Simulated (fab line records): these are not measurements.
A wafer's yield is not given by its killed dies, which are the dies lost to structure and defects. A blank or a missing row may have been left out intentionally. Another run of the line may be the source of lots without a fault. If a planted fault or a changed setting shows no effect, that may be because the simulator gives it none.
Problem report, 8D (eight disciplines) form, completed by code :: flow nandHarc :: the parts of the form that need people (team, actions taken, sign-off) are left out

== 1. PROBLEM STATEMENT ==
Wafers without a fault read 896 W, standard deviation 3.1; rfFwdPowerW at NHARC_A_DECK1_JOINT_DEP_16 reads a mean of 790 W on 6 wafers belonging to 2 lots. Measured from the usual mean, that is -34 standard deviations.
The step: deposits SiO2, target thk 45 nm.
Seen first at day 19 00:59 on pecvd-01, wafer L676.1. The record holds 18 wafers of 6 lots with a number at this step. By rule, "out" or "out of limits" means more than 4 standard deviations away from the usual mean. The other wafers with a number count as sound.

== 2. WHAT IT IS; WHAT IT IS NOT ==
question: which readings at this step
is: rfFwdPowerW
is not: heaterPowerW, throttleValvePct

question: which lots
is: L676, L677
is not: L660, L665, L681, L683

question: which wafers of those lots
is: all that have a number
is not: -

question: read on which tools
is: pecvd-01
is not: pecvd-03, pecvd-04

question: when
is: from day 19 00:59
is not: up to then (6 sound wafers); but 6 sound wafers of L681, L683 came after

== 3. WHAT RULES OUT EACH SUSPECT ==
Counting: a tool at any process step up to the reading remains a suspect when it ran all the lots that are out and ran no sound lot after the first of those.
- rieSi-05 at NHARC_A_DECK1_JOINT_ETCHBACK_00 (etches the open film in HBr, target depth 30 nm, time 17.4 s): kept. It processed each lot that is out, first L676 at day 18 01:22, and no sound lot thereafter; up to then, the last sound lot it processed was L660 at day 11 21:06.
- pecvd-01 at NHARC_A_DECK1_JOINT_DEP_16 (deposits SiO2, target thk 45 nm): kept. It processed each lot that is out, first L676 at day 19 00:59, and no sound lot thereafter; up to then, the last sound lot it processed was L665 at day 14 20:28. Out on those wafers are its own readings of rfFwdPowerW.
After counting, rieSi-05 at NHARC_A_DECK1_JOINT_ETCHBACK_00 and pecvd-01 at NHARC_A_DECK1_JOINT_DEP_16 remain.

== 4. THE CAUSE (what the simulator had put in) ==
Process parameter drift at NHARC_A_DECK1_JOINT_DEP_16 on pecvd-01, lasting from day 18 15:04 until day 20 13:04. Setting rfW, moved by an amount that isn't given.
Of the 2 suspects that counting leaves, this tool is one.

== 5. SEQUENCE OF EFFECTS, ordered by route ==
Each row: a reading whose mean over the struck wafers that have a number lies more than 3 standard deviations from the usual. Readings are gone through only where the record gives a usual standard deviation; hours: the median, over the lots, of the time from a lot's start at the first step in this table giving one to that lot's start at this step; sigmas: the change measured in usual standard deviations.
hours: 0
step: NHARC_A_DECK1_JOINT_DEP_16
reading: rfFwdPowerW
usual: 896 W
on struck wafers: 790
change: -106
sigmas: -34
Process steps it contains:
- NHARC_A_DECK1_JOINT_DEP_16: deposits SiO2, target thk 45 nm.
Later measuring or inspecting steps at which every struck wafer that the step has a row for has a number for every such reading, and none has moved that far: NHARC_A_DECK1_JOINT_THK_MEAS_17.

== 6. HOW IT WOULD HAVE BEEN CAUGHT EARLIER ==
In this record the first reading out of limits was taken at day 19 00:59, 10 hours after the fault began at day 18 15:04.
